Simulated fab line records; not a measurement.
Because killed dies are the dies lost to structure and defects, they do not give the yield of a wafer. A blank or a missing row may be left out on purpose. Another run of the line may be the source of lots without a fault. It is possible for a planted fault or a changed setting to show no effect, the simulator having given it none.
Lot-split experiment / flow n5Finfet / route with 1938 steps; 7 lots, 21 wafers read

## THE SPLIT ITSELF
At N5_BEOL_M2_COAT_73 (time 60 s, resist thk 5 nm), the setting spinRpm was moved away from the recipe's 1500 rpm on 8 of the 21 wafers read, by -7.4% to +9.4%. This setting was run at the recipe's value on the other wafers.

## FROM THE SPLIT TO THE READING: what the file shows between them, 3 steps
- N5_BEOL_M2_COAT_05: resist thk 30 nm
- N5_BEOL_M2_EBR_07
- N5_BEOL_M2_DESCUM_16: chemistry O2, time 7 s

## THE READING
etch.depthNm (the simulator's own value, which no gauge read), in nm, at N5_BEOL_M2_ETCH_74 (etches underlayer in N2/H2, target depth 6.5 nm, time 5.2 s). No usual value for it is given in the file. Here, 13 wafers ran the recipe; their average is 4.992 nm with a standard deviation of 0.015 nm.

wafer=L074.2; tool, chamber at the split=lithoTrack-02, 0; spinRpm as run, rpm=1500; against the recipe=recipe; etch.depthNm, nm=4.977; against lot-mates on the recipe=-
wafer=L074.4; tool, chamber at the split=lithoTrack-02, 0; spinRpm as run, rpm=1500; against the recipe=recipe; etch.depthNm, nm=4.977; against lot-mates on the recipe=-
wafer=L074.6; tool, chamber at the split=lithoTrack-02, 0; spinRpm as run, rpm=1500; against the recipe=recipe; etch.depthNm, nm=4.974; against lot-mates on the recipe=-
wafer=L076.1; tool, chamber at the split=lithoTrack-04, 0; spinRpm as run, rpm=1500; against the recipe=recipe; etch.depthNm, nm=5.017; against lot-mates on the recipe=-
wafer=L076.4; tool, chamber at the split=lithoTrack-04, 0; spinRpm as run, rpm=1554; against the recipe=+3.6%; etch.depthNm, nm=4.925; against lot-mates on the recipe=-0.092
wafer=L076.6; tool, chamber at the split=lithoTrack-04, 0; spinRpm as run, rpm=1554; against the recipe=+3.6%; etch.depthNm, nm=4.918; against lot-mates on the recipe=-0.099
wafer=L080.1; tool, chamber at the split=lithoTrack-02, 0; spinRpm as run, rpm=1641; against the recipe=+9.4%; etch.depthNm, nm=4.753; against lot-mates on the recipe=-0.224
wafer=L080.4; tool, chamber at the split=lithoTrack-02, 0; spinRpm as run, rpm=1500; against the recipe=recipe; etch.depthNm, nm=4.977; against lot-mates on the recipe=-
wafer=L080.5; tool, chamber at the split=lithoTrack-02, 0; spinRpm as run, rpm=1641; against the recipe=+9.4%; etch.depthNm, nm=4.764; against lot-mates on the recipe=-0.213
wafer=L083.1; tool, chamber at the split=lithoTrack-03, 0; spinRpm as run, rpm=1500; against the recipe=recipe; etch.depthNm, nm=4.983; against lot-mates on the recipe=-
wafer=L083.3; tool, chamber at the split=lithoTrack-03, 0; spinRpm as run, rpm=1500; against the recipe=recipe; etch.depthNm, nm=4.99; against lot-mates on the recipe=-
wafer=L083.5; tool, chamber at the split=lithoTrack-03, 0; spinRpm as run, rpm=1500; against the recipe=recipe; etch.depthNm, nm=4.982; against lot-mates on the recipe=-
wafer=L089.1; tool, chamber at the split=lithoTrack-03, 0; spinRpm as run, rpm=1554; against the recipe=+3.6%; etch.depthNm, nm=4.915; against lot-mates on the recipe=-0.077
wafer=L089.3; tool, chamber at the split=lithoTrack-03, 0; spinRpm as run, rpm=1500; against the recipe=recipe; etch.depthNm, nm=5.001; against lot-mates on the recipe=-
wafer=L089.5; tool, chamber at the split=lithoTrack-03, 0; spinRpm as run, rpm=1500; against the recipe=recipe; etch.depthNm, nm=4.984; against lot-mates on the recipe=-
wafer=L096.3; tool, chamber at the split=lithoTrack-03, 0; spinRpm as run, rpm=1548; against the recipe=+3.2%; etch.depthNm, nm=4.937; against lot-mates on the recipe=-0.070
wafer=L096.5; tool, chamber at the split=lithoTrack-03, 0; spinRpm as run, rpm=1548; against the recipe=+3.2%; etch.depthNm, nm=4.92; against lot-mates on the recipe=-0.087
wafer=L096.6; tool, chamber at the split=lithoTrack-03, 0; spinRpm as run, rpm=1500; against the recipe=recipe; etch.depthNm, nm=5.007; against lot-mates on the recipe=-
wafer=L097.1; tool, chamber at the split=lithoTrack-03, 0; spinRpm as run, rpm=1500; against the recipe=recipe; etch.depthNm, nm=5.016; against lot-mates on the recipe=-
wafer=L097.2; tool, chamber at the split=lithoTrack-03, 0; spinRpm as run, rpm=1389; against the recipe=-7.4%; etch.depthNm, nm=5.194; against lot-mates on the recipe=+0.181
wafer=L097.5; tool, chamber at the split=lithoTrack-03, 0; spinRpm as run, rpm=1500; against the recipe=recipe; etch.depthNm, nm=5.009; against lot-mates on the recipe=-

FIT RESULTS
A straight line over all 21 wafers: etch.depthNm changes by -0.0248 nm for each +1% of spinRpm; r = -0.99; the points scatter about the line by 0.015 nm.
The same after taking each lot's own level away (the mean of its wafers on the recipe; 21 wafers): -0.0238 nm for each +1%; r = -1.00; scatter 0.0065 nm.
Per that fit: largest spinRpm move, reading shift of 0.22 nm.
The lots' own levels span 4.9760 to 5.0170 nm, that is 2.7 times the standard deviation above.
Hence the lot-to-lot level has little effect on the slope; both slopes agree.
Check: with one of the wafers moved furthest among these (+9.4%) left out of the fit, the line predicts -0.224 nm for it against its lot-mates. Against them it came out at -0.224 nm.

## OTHER SPLITS ON THESE WAFERS
Before the reading, these wafers also passed through other splits. Each is held against what the fit with the lots' levels taken away leaves over:
other split on the same wafers=N5_BEOL_M0_SAQP_PECVD_03 timeS; wafers away from the commonest value=5; r with etch.depthNm (lot level and that fit taken away)=+0.36
other split on the same wafers=N5_BEOL_M0_ETCH_109 biasW; wafers away from the commonest value=5; r with etch.depthNm (lot level and that fit taken away)=+0.29
other split on the same wafers=N5_BEOL_M1_ILD_DEP_00 timeS; wafers away from the commonest value=4; r with etch.depthNm (lot level and that fit taken away)=-0.07
other split on the same wafers=N5_BEOL_M1_EXPOSE_08 doseMj; wafers away from the commonest value=5; r with etch.depthNm (lot level and that fit taken away)=+0.11
other split on the same wafers=N5_BEOL_M2_ILD_DEP_00 timeS; wafers away from the commonest value=3; r with etch.depthNm (lot level and that fit taken away)=+0.44

## FILE'S OWN FIT
etch.depthNm changes by -0.0239 nm for each +1% of spinRpm, r = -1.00.
